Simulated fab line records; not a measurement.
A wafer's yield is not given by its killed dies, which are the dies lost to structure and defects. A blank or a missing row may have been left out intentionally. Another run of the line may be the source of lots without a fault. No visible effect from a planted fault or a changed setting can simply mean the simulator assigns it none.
Which tool was responsible?    flow n5_finfet    Sampling: 10 lots, 29 wafers, 3 of 1938 route steps

## WHAT EACH GAUGE READ, for each wafer
N5_FIN_SAQP_OVL_MEAS_17. Usual: FIN_CORE_OVL typically reads -0.5 nm, with standard deviation 0.89.
lot   measured     on          FIN_CORE_OVL (nm)  flag
L555  day 2 10:15  overlay-02  -1.1 0.4 -1.4      
L556  day 2 16:01  overlay-02  -1.5 -2.5 -0.7     
L557  day 2 21:39  overlay-01  -0.5 0.9 -0.3      
L558  day 3 04:01  overlay-02  -0.5 -0.1 0.1      
L560  day 3 15:17  overlay-01  -0.7 -0.1 0.1      
L561  day 3 22:39  overlay-02  -0.2 1.4 0.5       
L564  day 4 19:23  overlay-02  0.2 -0.4 -0.9      
L569  day 5 23:02  overlay-01  -0.8 -1.1          
L574  day 7 03:11  overlay-01  16.5 16.7 16.4     OFF
L575  day 7 09:25  overlay-02  17.8 18.0 17.4     OFF

## TOOL THAT RAN EACH LOT (tool first, then ch and the chambers of the sampled wafers, then the start)
lot   N5_PMOS_HMC_CHANNEL_EPI_FIN_RECESS_16  N5_FIN_SAQP_EXPOSE_13
L555  rie_si-04 ch 0,2,3, day 2 06:40        arfi_scanner-03 ch 0, day 2 10:05
L556  rie_si-01 ch 0,3, day 2 12:23          arfi_scanner-01 ch 0, day 2 15:52
L557  rie_si-04 ch 1,2, day 2 17:41          arfi_scanner-02 ch 0, day 2 21:29
L558  rie_si-04 ch 0,2,3, day 3 00:08        arfi_scanner-03 ch 0, day 3 03:50
L560  rie_si-01 ch 0,1,3, day 3 11:42        arfi_scanner-01 ch 0, day 3 15:07
L561  rie_si-01 ch 0,2, day 3 17:38          arfi_scanner-02 ch 0, day 3 22:29
L564  rie_si-04 ch 1,3, day 4 14:28          arfi_scanner-01 ch 0, day 4 19:13
L569  rie_si-04 ch 3, day 5 17:56            arfi_scanner-01 ch 0, day 5 22:53
L574  rie_si-06 ch 1,2,3, day 6 23:38        arfi_scanner-01 ch 0, day 7 03:01
L575  rie_si-01 ch 0,1,3, day 7 05:49        arfi_scanner-01 ch 0, day 7 09:15
- N5_PMOS_HMC_CHANNEL_EPI_FIN_RECESS_16: chemistry HBr/Cl2, target Si, target depth 54 nm, time 18 s.
- N5_FIN_SAQP_EXPOSE_13: exposes mask FIN CORE, target cd 35.6 nm.

## WHAT THE TOOLS THEMSELVES READ (means of the sampled wafers that have a number; where no wafer has one, the mark that the record gives instead)
N5_PMOS_HMC_CHANNEL_EPI_FIN_RECESS_16. Usual: chamber_pressure_mTorr 10.002 mTorr, standard deviation 0.0087; drypump_motor_current_A 5.7 A, standard deviation 0.46; mfc_cl2_sccm 79.99 sccm, standard deviation 0.25; oes_product_au 1.009 a.u., standard deviation 0.018; rf_fwd_power_W 795.5 W, standard deviation 2.8; throttle_valve_pct 35.4 %, standard deviation 0.32.
lot   tool       chamber_pressure_mTorr (mTorr)  drypump_motor_current_A (A)  mfc_cl2_sccm (sccm)  oes_product_au (a.u.)  rf_fwd_power_W (W)  throttle_valve_pct (%)  flag
L555  rie_si-04  10.002                          5.7                          79.72                1.008                  794.3               35.6                    
L556  rie_si-01  10.000                          5.8                          80.14                0.994                  794.6               35.1                    
L557  rie_si-04  10.000                          5.7                          79.76                1.005                  796.8               35.5                    
L558  rie_si-04  10.003                          5.7                          79.82                1.002                  795.8               35.6                    
L560  rie_si-01  10.003                          5.6                          79.98                0.993                  794.3               35.2                    
L561  rie_si-01  10.005                          5.9                          79.96                1.016                  794.0               35.0                    
L564  rie_si-04  10.010                          5.7                          80.17                0.989                  799.8               35.8                    
L569  rie_si-04  10.005                          5.7                          79.97                0.994                  797.0               36.0                    
L574  rie_si-06  9.997                           5.7                          79.93                1.032                  795.2               35.4                    
L575  rie_si-01  9.997                           5.6                          79.97                0.990                  793.7               35.2                    

## THE ANSWER, worked out from the rows above alone
Rule: take the mean of a lot's wafers that have a number; if it is more than 3 standard deviations from the usual mean, the lot is off. A lot without any number at a reading at which 4 lots or more have one is off too. The other lots that the step has rows for count as sound. First the gauges in route order, then the tools' own readings, where a lot's mean is used as printed above. The first step at which some lot is off is used, and at that step the reading that is off furthest; a lot without a number counts as furthest.
Off: at N5_FIN_SAQP_OVL_MEAS_17 (FIN_CORE_OVL), L574, L575.
A tool fits if, at a process step before that reading, it ran every lot that is off, and no sound lot after the first of them. The gauges at N5_FIN_SAQP_OVL_MEAS_17 are tried like those tools. One fits: N5_FIN_SAQP_EXPOSE_13 on arfi_scanner-01. Its last sound lot is L569 (day 5 22:53), its first lot that is off L574 (day 7 03:01): a fault that began between those two fits.

## WHAT THE SIMULATOR PUT IN
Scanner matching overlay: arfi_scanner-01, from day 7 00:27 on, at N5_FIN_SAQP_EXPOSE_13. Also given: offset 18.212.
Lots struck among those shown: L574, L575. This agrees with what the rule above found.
